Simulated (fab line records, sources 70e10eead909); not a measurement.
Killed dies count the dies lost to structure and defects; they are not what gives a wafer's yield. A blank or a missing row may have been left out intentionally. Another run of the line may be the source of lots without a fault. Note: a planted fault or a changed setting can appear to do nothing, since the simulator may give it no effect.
A single fault, viewed from 3 desks | flow nand-harc | what lay behind the numbers comes last; until then each desk has only its own

AT THE TOOL OWNER'S DESK: rie-diel-01
The tool's own readings at NHARC_P_GATE_ETCH_114 (etches the open film in CF4/O2, target depth 30 nm, overetch 3 nm, time 16.5 s): means of the sampled wafers that have a number, for each lot that ran on this tool. Marked OUT: a lot whose mean sits more than 4 standard deviations from the usual mean, which makes it out of limits; the brackets give that distance.
Columns: A = drypump-motor-current-A at NHARC_P_GATE_ETCH_114, usual 5.8 A; B = oes_ar_750_au at NHARC_P_GATE_ETCH_114, usual 1.001 a.u.; C = oes-product-au at NHARC_P_GATE_ETCH_114, usual 1.005 a.u.; D = rf-fwd-power-W at NHARC_P_GATE_ETCH_114, usual 293.4 W; E = rf-vpp-V at NHARC_P_GATE_ETCH_114, usual 198.0 V; F = showerhead-plenum-p-Torr at NHARC_P_GATE_ETCH_114, usual 1.34 Torr; G = throttle-valve-pct at NHARC_P_GATE_ETCH_114, usual 13.398 %
lot  | first seen here | A   | B     | C     | D     | E     | F    | G
L802 | day 5 00:00     | 5.8 | 1.003 | 1.007 | 292.7 | 196.6 | 1.29 | 13.398
L809 | day 8 02:00     | 6.1 | 1.003 | 1.019 | 293.1 | 198.3 | 1.36 | 13.406
L814 | day 9 22:00     | 5.9 | 0.998 | 1.003 | 292.0 | 197.4 | 1.29 | 13.399
L815 | day 10 06:00    | 5.8 | 0.999 | 1.012 | 293.4 | 198.3 | 1.38 | 13.400
L817 | day 11 07:00    | 5.7 | 1.000 | 1.020 | 292.5 | 197.0 | 1.33 | 13.392
L819 | day 12 09:00    | 5.7 | 0.999 | 1.012 | 293.1 | 197.1 | 1.33 | 13.394
Result from this desk: across the 6 lots, nothing is out of limits.

FROM THE METROLOGY DESK
What the gauges read, lot by lot, whatever tool the lot ran on: means of the sampled wafers that have a number. Marked OUT: a lot whose mean sits more than 4 standard deviations from the usual mean, which makes it out of limits; the brackets give that distance.
Columns: A = cd-nm at NHARC_P_CONTACT_CD_MEAS_12, usual 90.6 nm
lot  | first seen here | A
L802 | day 5 20:20     | 90.3
L803 | day 6 07:10     | 90.3
L804 | day 6 16:17     | 90.6
L805 | day 7 08:17     | 90.9
L809 | day 8 22:01     | 90.8
L810 | day 9 05:59     | 91.2
L811 | day 9 22:57     | 90.2
L814 | day 10 18:53    | 90.7
L815 | day 11 02:01    | 91.0
L817 | day 12 03:07    | 91.2
L819 | day 13 04:41    | 91.0
L823 | day 14 21:20    | 89.6
Result from this desk: across the 12 lots, nothing is out of limits.

THE DEFECT DESK
What the inspections along the route counted, lot by lot: means of the sampled wafers that have a number. Marked OUT: a lot whose mean sits more than 4 standard deviations from the usual mean, which makes it out of limits; the brackets give that distance.
Columns: A = raw-defect-count at NHARC_P_GATE_INSPECT_68, usual 186
lot  | first seen here | A
L802 | day 5 18:41     | 143
L803 | day 6 05:34     | 154
L804 | day 6 14:47     | 234
L805 | day 7 06:48     | 95
L809 | day 8 20:24     | 291
L810 | day 9 04:30     | 162
L811 | day 9 21:20     | 159
L814 | day 10 17:10    | 292
L815 | day 11 00:32    | 275
L817 | day 12 01:31    | 646 (+5.9) OUT
L819 | day 13 03:05    | 736 (+7.1) OUT
L823 | day 14 19:50    | 162
This desk finds L817, L819 out of limits, L817 being first, at day 12 01:31 (raw-defect-count at NHARC_P_GATE_INSPECT_68). L802, L803, L804, L805, L809, L810, L811, L814, L815, L823 stayed within limits.

TAKEN TOGETHER
The defect desk could have raised an alarm at day 12 01:31, on L817, L819.
Nothing out of limits was seen by the tool owner's desk.
From the metrology desk's view, nothing was out of limits.
The tool owner's desk has L817, L819 on record, within its limits.
The metrology desk has L817, L819 on record, within its limits.
On rie-diel-01, each named lot ran NHARC_P_GATE_ETCH_114.

WHAT HAD BEEN PUT IN BY THE SIMULATOR
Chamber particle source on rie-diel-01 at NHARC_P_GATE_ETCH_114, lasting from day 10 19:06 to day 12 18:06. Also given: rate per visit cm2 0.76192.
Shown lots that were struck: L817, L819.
Hours from the fault's start to each desk's first reading out of limits: the defect desk, 30.
